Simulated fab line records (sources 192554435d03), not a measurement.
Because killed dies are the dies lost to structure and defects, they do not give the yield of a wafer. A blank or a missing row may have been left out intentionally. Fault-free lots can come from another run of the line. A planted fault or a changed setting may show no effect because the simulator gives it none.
fab line records    flow n5_finfet
record lots=7  wafers=39
route steps=1938 shown BEOL_M6@1212 BEOL_M8@1386 BEOL_M11@1554
start_h: hours from the record's opening day to when the first of the lot's shown wafers began    wait_h: hours since the lot's step before    " same as the row above    L1.1+2: a row that stands for several wafers    - either no value or no given start    * or withheld: withheld    < > ~ a bound
route shown NAME@n: names a module that has steps shown in the file, with the first one's number in the route    usual: average and standard deviation across the fault-free wafers    same: alike in all rows    chamber/n: place in a boat    sites: each site's reading    _std_site: the standard deviation of these    _edge_site: outer sites' mean less inner sites'    radius_mm: for every site, how far away it sits from the centre of the wafer    mask NAME#n: copy n    behind: the most recent tool/chamber to have shaped the wafer    hold: why the lot was held/for how many hours/how that ended    device: the n, p or np transistor that did not switch    end of line: the route-end tests of the same wafers    step lacking rows: just its recipe    killed: the dies lost at the first sort to structure and to defects; this is not the yield of the wafer    map: the dies of a wafer, with x for killed, . for not killed, _ for no die there
set.NAME: the run value of the setting; set.NAME@STEP: its run value at that earlier step    model.NAME: the simulator's own value behind a step, which no gauge read
one table per step and one row per wafer, for lots whose settings were changed on purpose
## steps
# step N5_BEOL_M6_ETCH_62
# recipe chemistry=N2/H2  target=SOC  target_depth_a=1100  overetch_a=220  mask_material=SiARC  temp_c=40  time_s=165  ion_energy_ev=200  pressure_mtorr=30  source_w=840  bias_w=150  n2_flow_sccm=200  h2_flow_sccm=200
lot.wafer   tool         chamber  start_h  wait_h  set.time_s  model.SiARC_of_BEOL_M6_COAT_60.thk_nm
L075.1      rie_diel-04  1        182.06   0.0     210.2       26.2
L075.2      "            3        "        "       210.2       26.6
L075.3      "            0        "        "       165         28.4
L075.4      "            2        "        "       210.2       26.4
L075.5      "            1        "        "       165         28
L075.6      "            2        "        "       165         28.2
L076.1      rie_diel-03  2        191.37   0.0     165         28.2
L076.2      "            0        "        "       165         28.6
L076.3+6    "            1        "        "       76.41       32
L076.4      "            2        "        "       76.41       31.8
L076.5      "            0        "        "       165         28.4
L084.1      rie_diel-03  0        253.93   0.0     241.9       25.4
L084.2+4+5  "            1,2,3    "        "       165         28.4
L084.3      "            3        "        "       241.9       25.2
L084.6      "            0        "        "       241.9       25.6
L091.2+5    rie_diel-04  0        292.89   0.0     165         28.4
L091.6      "            2        "        "       165         28
L095.1      rie_diel-03  3        319.21   0.0     211.4       26.4
L095.2+6    "            1        "        "       165         28.4
L095.3+5    "            0        "        "       211.4       26.6
L095.4      "            2        "        "       165         28.2
L096.1      rie_diel-03  0        319.81   0.0     165         28.6
L096.2+5+6  "            1,1,0    "        "       199.9       27.2
L096.3      "            3        "        "       165         28.4
L096.4      "            2        "        "       165         28.2
L097.1      rie_diel-04  1        324.34   0.0     137.5       29.2
L097.2      "            2        "        "       165         28
L097.3      "            0        "        "       137.5       29.4
L097.4      "            0        "        "       165         28.4
L097.5      "            2        "        "       137.5       29
L097.6      "            1        "        "       165         28.2
# step N5_BEOL_M6_STRIP_68
# recipe chemistry=N2/H2  temp_c=40  n2_flow_sccm=200  h2_flow_sccm=200  rf_frequency_hz=6e+07
# step N5_BEOL_M6_STRIP_67
# recipe chemistry=CF4  resist=SiARC  power_w=300  bias_power_w=75  pressure_mtorr=50  cf4_flow_sccm=150  rf_frequency_hz=6e+07
# step N5_BEOL_M6_HM_OPEN_17
# recipe chemistry=Cl2/BCl3  target_depth_a=200  overetch_a=60  target=TiN  mask_material=SOC  ion_energy_ev=150  pressure_mtorr=10  icp_w=1000  bias_w=126  Cl2_flow_sccm=53.25  bcl3_flow_sccm=21.75  Ar_flow_sccm=25
# usual oes_product_au=0.73/0.041
lot.wafer  tool          chamber  start_h  wait_h  set.time_s@BEOL_M6_ETCH_62  oes_product_au  model.etch.depth_nm
L075.1     rie_metal-02  1        182.24   0.0     210.2                       0.68            15.94
L075.2     "             0        "        "       210.2                       0.68            16.35
L075.3     "             1        "        "       165                         0.77            20.42
L075.4     "             0        "        "       210.2                       0.66            16.09
L075.5     "             1        "        "       165                         0.78            20.52
L075.6     "             0        "        "       165                         0.76            20.53
L076.1     rie_metal-02  1        191.55   0.0     165                         0.76            20.23
L076.2     "             0        "        "       165                         0.75            20
L076.3     "             1        "        "       76.41                       0.34            19.8
L076.4     "             0        "        "       76.41                       0.33            20.11
L076.5     "             1        "        "       165                         0.76            20.12
L076.6     "             0        "        "       76.41                       0.33            20.21
L084.1     rie_metal-01  1        254.12   0.0     241.9                       0.51            12.63
L084.2     "             0        "        "       165                         0.77            19.93
L084.3     "             1        "        "       241.9                       0.51            12.47
L084.4     "             0        "        "       165                         0.78            20.29
L084.5     "             0        "        "       165                         0.78            20.29
L084.6     "             1        "        "       241.9                       0.50            12.64
L091.2     rie_metal-03  1        293.08   0.0     165                         0.74            20.07
L091.5     "             0        "        "       165                         0.72            19.95
L091.6     "             1        "        "       165                         0.74            20.44
L095.1     rie_metal-01  0        319.40   0.0     211.4                       0.66            15.78
L095.2     "             1        "        "       165                         0.64            20.69
L095.3     "             0        "        "       211.4                       0.66            15.84
L095.4     "             1        "        "       165                         0.63            20.28
L095.5     "             0        "        "       211.4                       0.67            16.05
L095.6     "             1        "        "       165                         0.64            20.7
L096.1     rie_metal-03  1        320.00   0.0     165                         0.73            20.15
L096.2     "             0        "        "       199.9                       0.66            17.09
L096.3     "             0        "        "       165                         0.73            20.52
L096.4     "             1        "        "       165                         0.73            20.26
L096.5     "             0        "        "       199.9                       0.65            16.88
L096.6     "             1        "        "       199.9                       0.66            17.09
L097.1     rie_metal-01  1        324.54   0.0     137.5                       0.62            19.89
L097.2     "             0        "        "       165                         0.76            20.08
L097.3     "             1        "        "       137.5                       0.64            20.2
L097.4     "             0        "        "       165                         0.75            19.9
L097.5     "             1        "        "       137.5                       0.62            19.94
L097.6     "             0        "        "       165                         0.76            20.3
# step N5_BEOL_M6_STRIP_19
# recipe chemistry=O2  power_w=400  temp_c=40  pressure_mtorr=30  rf_frequency_hz=6e+07  bias_power_w=0  overash_fraction=0.2  o2_flow_sccm=225
# step N5_BEOL_M6_CD_MEAS_18
# recipe pitch_nm=80  target_cd_nm=40
# usual cd_nm=40.0/0.72
lot.wafer  tool       chamber  start_h  wait_h  set.time_s@BEOL_M6_ETCH_62  cd_nm
L075.1     cd_sem-03  -        182.42   0.0     210.2                       42.2
L075.2     "          -        "        "       210.2                       41.7
L075.3     "          -        "        "       165                         39.7
L075.4     "          -        "        "       210.2                       41.2
L075.5     "          -        "        "       165                         40.9
L075.6     "          -        "        "       165                         39.8
L076.1     cd_sem-03  -        191.94   0.0     165                         38.9
L076.2     "          -        "        "       165                         39.9
L076.3     "          -        "        "       76.41                       -
L076.4     "          -        "        "       76.41                       -
L076.5     "          -        "        "       165                         40.0
L076.6     "          -        "        "       76.41                       -
L084.1     cd_sem-01  -        254.30   0.0     241.9                       41.4
L084.2     "          -        "        "       165                         39.7
L084.3     "          -        "        "       241.9                       42.6
L084.4     "          -        "        "       165                         38.8
L084.5     "          -        "        "       165                         39.6
L084.6     "          -        "        "       241.9                       41.9
L091.2     cd_sem-02  -        293.26   0.1     165                         40.2
L091.5     "          -        "        "       165                         40.5
L091.6     "          -        "        "       165                         39.4
L095.1     cd_sem-02  -        319.64   0.0     211.4                       41.4
L095.2     "          -        "        "       165                         39.9
L095.3     "          -        "        "       211.4                       41.5
L095.4     "          -        "        "       165                         39.8
L095.5     "          -        "        "       211.4                       41.5
L095.6     "          -        "        "       165                         40.0
L096.1     cd_sem-01  -        320.29   0.0     165                         40.0
L096.2     "          -        "        "       199.9                       39.8
L096.3     "          -        "        "       165                         39.3
L096.4     "          -        "        "       165                         39.2
L096.5     "          -        "        "       199.9                       40.9
L096.6     "          -        "        "       199.9                       40.4
L097.1     cd_sem-03  -        324.75   0.0     137.5                       38.4
L097.2     "          -        "        "       165                         39.2
L097.3     "          -        "        "       137.5                       39.2
L097.4     "          -        "        "       165                         39.8
L097.5     "          -        "        "       137.5                       38.7
L097.6     "          -        "        "       165                         39.6
# step N5_BEOL_M6_COAT_63
# recipe resist=SOC  temp_c=250  time_s=60  spin_rpm=1500  resist_thk_nm=60
# step N5_BEOL_M6_COAT_64
# recipe resist=SiARC  temp_c=220  time_s=60  spin_rpm=1500  resist_thk_nm=12
# step N5_BEOL_M6_PRECLEAN_42
# recipe chemistry=residue_remover  time_s=60  temp_c=40
# step N5_BEOL_M6_SRD_43
# recipe time_s=30  temp_c=23  rinse_liquid=diw  dry=ipa_marangoni
# step N5_BEOL_M6_CD_MEAS_35
# recipe target_cd_nm=40  target_cd_y_nm=28  polarity=opening
# usual cd_nm=40.0/0.7
lot.wafer  tool       chamber  start_h  wait_h  set.time_s@BEOL_M6_ETCH_62  cd_nm
L075.1     cd_sem-01  -        184.45   0.0     210.2                       41.8
L075.2     "          -        "        "       210.2                       41.8
L075.3     "          -        "        "       165                         40.2
L075.4     "          -        "        "       210.2                       41.3
L075.5     "          -        "        "       165                         40.8
L075.6     "          -        "        "       165                         39.9
L076.1     cd_sem-02  -        193.05   0.0     165                         39.0
L076.2     "          -        "        "       165                         40.0
L076.3     "          -        "        "       76.41                       -
L076.4     "          -        "        "       76.41                       -
L076.5     "          -        "        "       165                         40.4
L076.6     "          -        "        "       76.41                       -
L084.1     cd_sem-02  -        257.23   0.0     241.9                       41.6
L084.2     "          -        "        "       165                         39.6
L084.3     "          -        "        "       241.9                       42.6
L084.4     "          -        "        "       165                         39.1
L084.5     "          -        "        "       165                         39.1
L084.6     "          -        "        "       241.9                       41.7
L091.2     cd_sem-02  -        297.13   0.0     165                         40.4
L091.5     "          -        "        "       165                         40.7
L091.6     "          -        "        "       165                         39.1
L096.1     cd_sem-01  -        323.79   0.0     165                         40.6
L096.2     "          -        "        "       199.9                       39.8
L096.3     "          -        "        "       165                         39.5
L096.4     "          -        "        "       165                         39.9
L096.5     "          -        "        "       199.9                       41.0
L096.6     "          -        "        "       199.9                       40.4
L095.1     cd_sem-01  -        324.48   0.0     211.4                       41.7
L095.2     "          -        "        "       165                         39.9
L095.3     "          -        "        "       211.4                       41.1
L095.4     "          -        "        "       165                         40.0
L095.5     "          -        "        "       211.4                       41.7
L095.6     "          -        "        "       165                         39.9
L097.1     cd_sem-01  -        325.96   0.0     137.5                       38.4
L097.2     "          -        "        "       165                         39.6
L097.3     "          -        "        "       137.5                       39.2
L097.4     "          -        "        "       165                         39.9
L097.5     "          -        "        "       137.5                       38.5
L097.6     "          -        "        "       165                         39.9
# step N5_BEOL_M8_CURE_75
# recipe temp_c=370  time_s=120  ambient=DMADMS/He  material=SiCOH_lowk
# usual lamp_power_pct=52.31/0.055
lot.wafer  tool        chamber  start_h  wait_h  set.time_s  lamp_power_pct
L075.1     uv_cure-01  1        202.42   0.0     120         52.34
L075.2     "           1        "        "       95.56       52.28
L075.3     "           1        "        "       95.56       52.31
L075.4     "           1        "        "       95.56       52.17
L075.5     "           1        "        "       120         52.41
L075.6     "           1        "        "       120         52.31
L076.1     uv_cure-02  1        208.07   0.0     87.96       52.35
L076.2     "           1        "        "       120         52.26
L076.3     "           1        "        "       120         52.33
L076.4     "           1        "        "       87.96       52.27
L076.5     "           1        "        "       87.96       52.22
L076.6     "           1        "        "       120         52.35
L084.1     uv_cure-03  0        275.83   0.0     120         52.32
L084.2     "           0        "        "       190         49.26
L084.3     "           0        "        "       120         52.26
L084.4     "           0        "        "       190         49.38
L084.5     "           0        "        "       120         52.26
L084.6     "           0        "        "       190         49.35
L091.2     uv_cure-01  1        314.20   0.1     120         52.29
L091.5     "           1        "        "       120         52.35
L091.6     "           1        "        "       120         52.33
L096.1     uv_cure-02  0        337.93   0.0     120         52.30
L096.2     "           0        "        "       120         52.36
L096.3     "           0        "        "       120         52.28
L096.4     "           0        "        "       120         52.29
L096.5     "           0        "        "       120         52.27
L096.6     "           0        "        "       120         52.38
L095.1     uv_cure-02  1        339.54   0.0     120         52.33
L095.2     "           1        "        "       120         52.34
L095.3     "           1        "        "       71.85       52.30
L095.4     "           1        "        "       71.85       52.36
L095.5     "           1        "        "       71.85       52.41
L095.6     "           1        "        "       120         52.34
L097.1     uv_cure-02  1        340.86   0.0     148.7       51.09
L097.2     "           1        "        "       120         52.33
L097.3     "           1        "        "       120         52.41
L097.4     "           1        "        "       148.7       51.02
L097.5     "           1        "        "       148.7       51.06
L097.6     "           1        "        "       120         52.33
# step N5_BEOL_M11_ETCH_62
# recipe chemistry=N2/H2  target=SOC  target_depth_a=1100  overetch_a=220  mask_material=SiARC  temp_c=40  time_s=165  ion_energy_ev=200  pressure_mtorr=30  source_w=840  bias_w=150  n2_flow_sccm=200  h2_flow_sccm=200
lot.wafer  tool         chamber  start_h  wait_h  set.time_s  model.etch.depth_nm  model.SiARC_of_BEOL_M11_COAT_60.thk_nm
L075.1+6   rie_diel-06  3,1      222.58   0.0     245.3       100.1                20.8
L075.2     "            0        "        "       245.3       100.3                20.4
L075.3     "            1        "        "       165         100.1                23.8
L075.4     "            2        "        "       165         99.98                23.4
L075.5     "            0        "        "       165         100.3                23.6
L076.1     rie_diel-02  1        225.49   0.0     95.67       78.83                26
L076.2     "            3        "        "       165         99.83                23.6
L076.3     "            2        "        "       95.67       76.12                26.2
L076.4     "            0        "        "       165         99.8                 23.8
L076.5     "            0        "        "       95.67       75.64                26.2
L076.6     "            3        "        "       165         100.1                23.6
L084.1     rie_diel-05  1        297.82   0.0     100.8       78.7                 26
L084.2     "            3        "        "       100.8       79.13                26
L084.3     "            0        "        "       165         99.69                23.4
L084.4     "            2        "        "       165         99.99                23.6
L084.5     "            0        "        "       165         100.1                23.2
L084.6     "            3        "        "       100.8       78.33                26
L091.2     rie_diel-06  2        344.51   0.0     165         99.85                23.4
L091.5     "            2        "        "       165         99.99                23.4
L091.6     "            1        "        "       165         100.1                23.6
L096.1     rie_diel-05  1        362.58   0.0     70.08       55.51                27.2
L096.2     "            0        "        "       70.08       60.46                27
L096.3     "            3        "        "       165         99.76                23.6
L096.4     "            0        "        "       165         99.88                23
L096.5     "            3        "        "       165         100.1                23.8
L096.6     "            1        "        "       70.08       55.86                27.2
L095.1     rie_diel-06  0        362.74   0.0     165         100.2                23.4
L095.2     "            1        "        "       165         99.96                23.6
L095.3     "            3        "        "       165         100.1                23.6
L095.4     "            2        "        "       165         100.2                23.2
L095.5     "            0        "        "       165         100.3                23.4
L095.6     "            3        "        "       165         100.2                23.6
L097.1     rie_diel-02  1        367.99   0.0     165         100.2                23.2
L097.2     "            0        "        "       165         100.1                23.8
L097.3     "            3        "        "       165         100.1                23.6
L097.4     "            2        "        "       165         100.2                23.4
L097.5     "            3        "        "       165         100.4                23.6
L097.6     "            2        "        "       165         100.1                23.4
## key
split step=N5_BEOL_M6_ETCH_62  setting=time_s  stated=165  by=wafer
response step=N5_BEOL_M6_ETCH_62  reading=model.SiARC_of_BEOL_M6_COAT_60.thk_nm  change=-0.0644  per=1%  r=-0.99
response step=N5_BEOL_M6_HM_OPEN_17  reading=oes_product_au  shape=bent  at_lowest=0.34  at_stated=0.74  at_highest=0.51
response step=N5_BEOL_M6_HM_OPEN_17  reading=model.etch.depth_nm  shape=bent  at_lowest=20.04  at_stated=20.27  at_highest=12.58
response step=N5_BEOL_M6_CD_MEAS_18  reading=cd_nm  change=+0.0542  per=1%  r=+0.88
response step=N5_BEOL_M6_CD_MEAS_35  reading=cd_nm  change=+0.0518  per=1%  r=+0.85
split step=N5_BEOL_M8_CURE_75  setting=time_s  stated=120  by=wafer
response step=N5_BEOL_M8_CURE_75  reading=lamp_power_pct  shape=bent  at_lowest=*  at_stated=*  at_highest=*
split step=N5_BEOL_M11_ETCH_62  setting=time_s  stated=165  by=wafer
response step=N5_BEOL_M11_ETCH_62  reading=model.etch.depth_nm  shape=bent  at_lowest=57.28  at_stated=100.1  at_highest=100.2
response step=N5_BEOL_M11_ETCH_62  reading=model.SiARC_of_BEOL_M11_COAT_60.thk_nm  change=-0.0624  per=1%  r=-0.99
